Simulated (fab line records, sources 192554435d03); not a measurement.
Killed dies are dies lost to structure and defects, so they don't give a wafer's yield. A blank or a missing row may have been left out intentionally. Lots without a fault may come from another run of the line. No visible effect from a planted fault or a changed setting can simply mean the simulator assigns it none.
Split-lot experiment	flow n5Finfet	7 lots, 39 wafers read, on a route of 1938 steps

## THE SPLIT ITSELF
At N5_HKMG_FIN_ETCH_32 (etches SOC in N2/H2, target depth 240 nm, time 300 s), the setting sourceW was moved away from the recipe's 840 W on 12 of the 39 wafers read, by -8.9% to +12.6%. For the rest of the wafers, this setting stayed at what the recipe calls for.

Reading taken at the split's own step.

## THE READING
rfVppV, in V, at N5_HKMG_FIN_ETCH_32 (etches SOC in N2/H2, target depth 240 nm, time 300 s). A value of 523.8 V with a standard deviation of 2.3 V is what fault-free wafers of this fab line usually give.

wafer	tool, chamber at the split	sourceW as run, W	against the recipe	rfVppV, V	against lot-mates on the recipe
L074.1	rieDiel-03, 0	840	recipe	523.3	-
L074.2	rieDiel-03, 1	840	recipe	522.6	-
L074.3	rieDiel-03, 2	840	recipe	523.4	-
L074.4	rieDiel-03, 3	840	recipe	523.4	-
L074.5	rieDiel-03, 3	840	recipe	523.1	-
L074.6	rieDiel-03, 2	840	recipe	521.7	-
L077.1	rieDiel-03, 2	840	recipe	523.4	-
L077.2	rieDiel-03, 1	946	+12.6%	503.4	-19.3
L077.3	rieDiel-03, 0	840	recipe	523.1	-
L077.4	rieDiel-03, 3	946	+12.6%	502.3	-20.4
L077.5	rieDiel-03, 0	946	+12.6%	502.3	-20.4
L077.6	rieDiel-03, 3	840	recipe	521.6	-
L080.1	rieDiel-03, 0	901.4	+7.3%	510.6	-12.4
L080.2	rieDiel-03, 3	840	recipe	522.5	-
L080.3	rieDiel-03, 2	840	recipe	524.0	-
L080.4	rieDiel-03, 1	840	recipe	522.4	-
L080.5	rieDiel-03, 0	901.4	+7.3%	508.7	-14.3
L080.6	rieDiel-03, 1	901.4	+7.3%	510.7	-12.3
L081.2	rieDiel-05, 0	840	recipe	524.9	-
L081.4	rieDiel-05, 2	840	recipe	521.5	-
L081.6	rieDiel-05, 3	840	recipe	526.0	-
L085.1	rieDiel-03, 3	840	recipe	522.4	-
L085.2	rieDiel-03, 1	840	recipe	523.1	-
L085.3	rieDiel-03, 2	840	recipe	523.9	-
L085.4	rieDiel-03, 0	840	recipe	521.2	-
L085.5	rieDiel-03, 0	840	recipe	522.9	-
L085.6	rieDiel-03, 1	840	recipe	522.1	-
L089.1	rieDiel-03, 1	840	recipe	522.7	-
L089.2	rieDiel-03, 2	765.5	-8.9%	538.5	+15.7
L089.3	rieDiel-03, 3	840	recipe	522.1	-
L089.4	rieDiel-03, 0	765.5	-8.9%	538.6	+15.8
L089.5	rieDiel-03, 1	840	recipe	523.6	-
L089.6	rieDiel-03, 0	765.5	-8.9%	539.2	+16.4
L096.1	rieDiel-04, 1	883.4	+5.2%	520.7	-5.2
L096.2	rieDiel-04, 2	883.4	+5.2%	521.5	-4.4
L096.3	rieDiel-04, 3	840	recipe	524.8	-
L096.4	rieDiel-04, 3	840	recipe	526.1	-
L096.5	rieDiel-04, 2	883.4	+5.2%	519.1	-6.8
L096.6	rieDiel-04, 1	840	recipe	526.8	-

THE FIT
A straight line over all 39 wafers: rfVppV changes by -1.62 V for each +1% of sourceW; r = -0.97; the points scatter about the line by 2 V.
The same after taking each lot's own level away (the mean of its wafers on the recipe; 39 wafers): -1.64 V for each +1%; r = -0.99; scatter 1.3 V.
That fit puts the effect of the largest move of sourceW on the reading at 21 V.
The lots' own levels span 522.60 to 525.90 V, that is 1.4 times the standard deviation above.
Consequently the slope shifts little with the lot-to-lot level, the two slopes agreeing.
Check: for one of the wafers moved furthest among these (+12.6%), held out of the fit, the line's prediction against its lot-mates is -20.6 V. Against them it came out at -19.3 V.
Tool readings at the split's step, against how far the setting was moved: rfVppV r = -0.97.

## OTHER SPLITS ON THESE WAFERS
Other splits were also applied to these wafers ahead of the reading. Each is held against what the fit with the lots' levels taken away leaves over:
other split on the same wafers	wafers away from the commonest value	r with rfVppV (lot level and that fit taken away)
N5_FIN_SAQP_ALD_61 aldCycles	18	+0.23

## THE WHOLE CHAIN: every reading that the file lists as answering this split, in the file's order
step	what it does	reading	change (the file's fit)	r (the file's)
N5_HKMG_FIN_ETCH_32	etches SOC in N2/H2, target depth 240 nm, time 300 s	rfVppV	-1.63 V for each +1% of the setting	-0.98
N5_HKMG_FIN_ETCH_32	etches SOC in N2/H2, target depth 240 nm, time 300 s	HKMG_FIN.featureDepthNm (the simulator's own value, which no gauge read)	+2.43 nm for each +1% of the setting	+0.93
N5_HKMG_FIN_ETCH_32	etches SOC in N2/H2, target depth 240 nm, time 300 s	etch.depthNm (the simulator's own value, which no gauge read)	+2.44 nm for each +1% of the setting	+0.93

## FILE'S OWN FIT
rfVppV changes by -1.63 V for each +1% of sourceW, r = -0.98.
